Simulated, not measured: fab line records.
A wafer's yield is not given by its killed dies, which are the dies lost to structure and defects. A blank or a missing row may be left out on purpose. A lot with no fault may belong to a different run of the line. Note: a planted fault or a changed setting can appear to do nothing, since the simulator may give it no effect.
3 desks, one fault | flow n5-finfet | numbers are kept per desk, each desk with only its own; the story behind them comes last

== AT THE TOOL OWNER'S DESK: litho-track-02 ==
The tool's own readings at N5_PMOS_HMC_CHANNEL_EPI_PEB_07 (peb time 60 s): means of the sampled wafers that have a number, for each lot that ran on this tool. Marked OUT: a lot whose mean sits more than 4 standard deviations from the usual mean, which makes it out of limits; the brackets give that distance.
Columns: A = heater-power-total-W at N5_PMOS_HMC_CHANNEL_EPI_PEB_07, usual 175.3 W
lot  | first seen here | A
L793 | day 2 00:44     | 177.4
L803 | day 4 11:39     | 180.0
L814 | day 7 04:46     | 175.0
L815 | day 7 11:29     | 174.4
Finding of this desk: none of the 4 lots has anything out of limits.

== FROM THE METROLOGY DESK ==
What the gauges read, lot by lot, whatever tool the lot ran on: means of the sampled wafers that have a number. Marked OUT: a lot whose mean sits more than 4 standard deviations from the usual mean, which makes it out of limits; the brackets give that distance. It has 10 readings; the 7 that lie furthest out on some lot are the ones shown.
Columns: A = DIBL_N at N5_BEOL_M4_RC_MEAS_101, usual 37.3 mV/V; B = DIBL_P at N5_BEOL_M4_RC_MEAS_101, usual 37.4 mV/V; C = IOFF_N at N5_BEOL_M4_RC_MEAS_101, usual 0.18 nA/um; D = IOFF_P at N5_BEOL_M4_RC_MEAS_101, usual 0.25 nA/um; E = ION_P at N5_BEOL_M4_RC_MEAS_101, usual 468 uA/um; F = VT_N at N5_BEOL_M4_RC_MEAS_101, usual 248 mV; G = VT_P at N5_BEOL_M4_RC_MEAS_101, usual -248 mV
lot  | first seen here | A    | B    | C    | D    | E   | F   | G
L792 | day 7 19:43     | 39.6 | 38.4 | 0.22 | 0.30 | 470 | 245 | -244
L793 | day 8 14:34     | 36.8 | 37.0 | 0.16 | 0.26 | 477 | 248 | -246
L803 | day 10 20:28    | 38.6 | 39.8 | 0.23 | 0.25 | 469 | 244 | -249
L806 | day 11 02:22    | 37.2 | 37.8 | 0.16 | 0.24 | 458 | 250 | -251
L804 | day 11 02:35    | 40.7 | 42.1 | 0.24 | 0.35 | 482 | 242 | -242
L807 | day 11 22:19    | 37.8 | 36.6 | 0.20 | 0.25 | 470 | 245 | -247
L811 | day 12 10:40    | 39.2 | 37.6 | 0.19 | 0.25 | 460 | 250 | -249
L812 | day 13 04:02    | 37.8 | 38.2 | 0.18 | 0.26 | 469 | 249 | -245
L814 | day 13 12:40    | 37.3 | 37.8 | 0.17 | 0.24 | 462 | 252 | -250
L815 | day 13 13:46    | 36.7 | 35.3 | 0.17 | 0.26 | 472 | 248 | -245
Finding of this desk: none of the 10 lots has anything out of limits.

== THE DEFECT DESK ==
Inspection counts along the route, by lot: the mean over sampled wafers that carry a number. Marked OUT: a lot whose mean sits more than 4 standard deviations from the usual mean, which makes it out of limits; the brackets give that distance.
Columns: A = raw-defect-count at N5_PMOS_HMC_CHANNEL_EPI_INSPECT_11, usual 2.2
lot  | first seen here | A
L792 | day 1 17:43     | 0.3
L793 | day 2 00:52     | 4.0
L803 | day 4 11:46     | 3.5
L804 | day 4 17:50     | 1.7
L806 | day 5 05:19     | 3.0
L807 | day 5 11:10     | 1.7
L811 | day 6 11:32     | 1.0
L812 | day 6 17:33     | 2.7
L814 | day 7 04:53     | 1.3
L815 | day 7 11:36     | 3.0
Finding of this desk: none of the 10 lots has anything out of limits.

== PUT TOGETHER ==
The tool owner's desk saw nothing out of limits.
From the metrology desk's view, nothing was out of limits.
Nothing out of limits was seen by the defect desk.

== WHAT THE SIMULATOR HAD INSERTED ==
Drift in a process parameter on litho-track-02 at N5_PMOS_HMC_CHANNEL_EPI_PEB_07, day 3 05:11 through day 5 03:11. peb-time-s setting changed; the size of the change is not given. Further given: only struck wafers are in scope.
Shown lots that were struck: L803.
